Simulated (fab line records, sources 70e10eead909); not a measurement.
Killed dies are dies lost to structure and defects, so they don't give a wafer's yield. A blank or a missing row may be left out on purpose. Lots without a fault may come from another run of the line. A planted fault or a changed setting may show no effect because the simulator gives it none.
Chamber matching | flow nand_harc | NHARC_P_CONTACT_DESCUM_17 on rie_diel-09: 4 sister chambers
The step chemistry O2, time 3 s. 14 wafers are shown with their chamber, then 7 later ones without.

WAFERS WITH THEIR CHAMBER
wafer  | chamber | showerhead_plenum_p_Torr (Torr) | drypump_motor_current_A (A) | oes_product_au (a.u.)
L976.1 | 2       | 2.04                            | 5.8                         | 1.019
L976.4 | 2       | 2.04                            | 5.8                         | 1.013
L976.5 | 0       | 1.81                            | 5.8                         | 0.989
L982.1 | 1       | 1.82                            | 6.0                         | 0.996
L982.4 | 3       | 2.06                            | 5.4                         | 1.001
L982.6 | 1       | 1.82                            | 6.1                         | 1.003
L984.2 | 2       | 2.03                            | 5.9                         | 0.997
L984.3 | 1       | 1.82                            | 6.0                         | 1.000
L984.6 | 3       | 2.06                            | 5.4                         | 1.011
L987.4 | 3       | 2.06                            | 5.4                         | 0.998
L987.5 | 3       | 2.06                            | 5.4                         | 1.016
L987.6 | 3       | 2.06                            | 5.5                         | 1.008
L990.1 | 2       | 2.03                            | 5.9                         | 1.002
L990.2 | 0       | 1.81                            | 5.8                         | 0.984

SIGNATURES (means of the wafers above)
reading                  | chamber 0 | chamber 1 | chamber 2 | chamber 3 | scatter within a chamber
showerhead_plenum_p_Torr | 1.8100    | 1.8200    | 2.0350    | 2.0600    | 0.00316
drypump_motor_current_A  | 5.800     | 6.033     | 5.850     | 5.420     | 0.0497
oes_product_au           | 0.98650   | 0.99967   | 1.00775   | 1.00680   | 0.00745
Rule: a wafer's distance from a chamber is the root of the sum, over the readings, of the square of ((its reading less the chamber's mean) divided by the reading's scatter). The wafer belongs to the nearest chamber; if the next one is less than 2 further off, it can't be placed. The scatter: the root of (the sum of the squares of (reading less its chamber's mean) over the shown wafers, divided by (wafers less chambers)).

WAFERS WITHOUT THEIR CHAMBER
wafer  | showerhead_plenum_p_Torr (Torr) | drypump_motor_current_A (A) | oes_product_au (a.u.)
L990.6 | 1.82                            | 6.0                         | 1.010
L991.1 | 1.81                            | 5.8                         | 0.983
L991.2 | 2.03                            | 5.9                         | 0.993
L991.6 | 2.06                            | 5.4                         | 1.004
L993.3 | 2.03                            | 5.8                         | 1.013
L993.4 | 1.81                            | 5.8                         | 0.987
L993.5 | 2.03                            | 5.8                         | 0.997

WHICH CHAMBER EACH WENT THROUGH
wafer  | from the rows above | in truth
L990.6 | 1                   | 1
L991.1 | 0                   | 0
L991.2 | 2                   | 2
L991.6 | 3                   | 3
L993.3 | 2                   | 2
L993.4 | 0                   | 0
L993.5 | 2                   | 2
Placed correctly: 7 of 7. Can't be placed from these rows: 0. Placed wrongly: 0.
